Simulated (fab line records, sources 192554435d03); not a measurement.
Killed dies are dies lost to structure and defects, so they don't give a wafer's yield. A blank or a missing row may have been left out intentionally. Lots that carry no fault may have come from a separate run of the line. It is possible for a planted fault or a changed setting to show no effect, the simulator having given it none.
Chamber matching    flow n5Finfet    N5_BEOL_M7_ALD_77 on aldMetal-04: 4 sister chambers
The step deposits TaN, target thk 2 nm, pulse time 2 s, purge time 3 s. 27 wafers are shown with their chamber, then 12 later ones without.

== WAFERS PAIRED WITH THEIR CHAMBERS ==
wafer   chamber  heaterPowerW (W)
L074.2  3        390
L074.3  2        475
L074.5  0        398
L077.1  3        373
L077.3  0        398
L077.4  1        578
L076.3  2        458
L076.4  3        365
L076.6  0        409
L079.1  0        397
L079.4  2        472
L079.6  2        463
L080.1  1        568
L080.2  2        462
L080.4  0        401
L082.2  1        564
L082.4  3        371
L082.6  3        371
L085.3  2        461
L085.5  0        396
L085.6  1        558
L086.2  3        371
L086.3  0        400
L086.5  1        545
L088.3  1        562
L088.4  0        392
L088.6  1        556

SIGNATURES (averages over the wafers above)
reading       chamber 0  chamber 1  chamber 2  chamber 3  scatter within a chamber
heaterPowerW  398.88     561.57     465.17     373.50     7.79
Rule: for each reading, subtract the chamber's mean from the wafer's reading, divide by that reading's scatter and square the result; add these up over the readings and take the root, which gives the wafer's distance from the chamber. The wafer belongs to the nearest chamber; if the next one is less than 2 further off, it can't be placed. The scatter: take each reading less its chamber's mean, square it, sum over the shown wafers, divide by the number of wafers less the number of chambers, and take the root.

== WAFERS WITH NO CHAMBER GIVEN ==
wafer   heaterPowerW (W)
L089.4  388
L089.5  405
L089.6  554
L093.1  411
L093.2  565
L093.3  371
L095.1  566
L095.2  401
L095.3  373
L097.1  571
L097.3  400
L097.6  551

== CHAMBER TAKEN BY EACH ==
wafer   from the rows above      in truth
L089.4  can't be placed: 0 or 3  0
L089.5  0                        0
L089.6  1                        1
L093.1  0                        0
L093.2  1                        1
L093.3  3                        3
L095.1  1                        1
L095.2  0                        0
L095.3  3                        3
L097.1  1                        1
L097.3  0                        0
L097.6  1                        1
Placed correctly: 11 of 12. Cannot be placed on the basis of these rows: 1; the candidates contain the true chamber in 1. Number placed wrongly: 0.
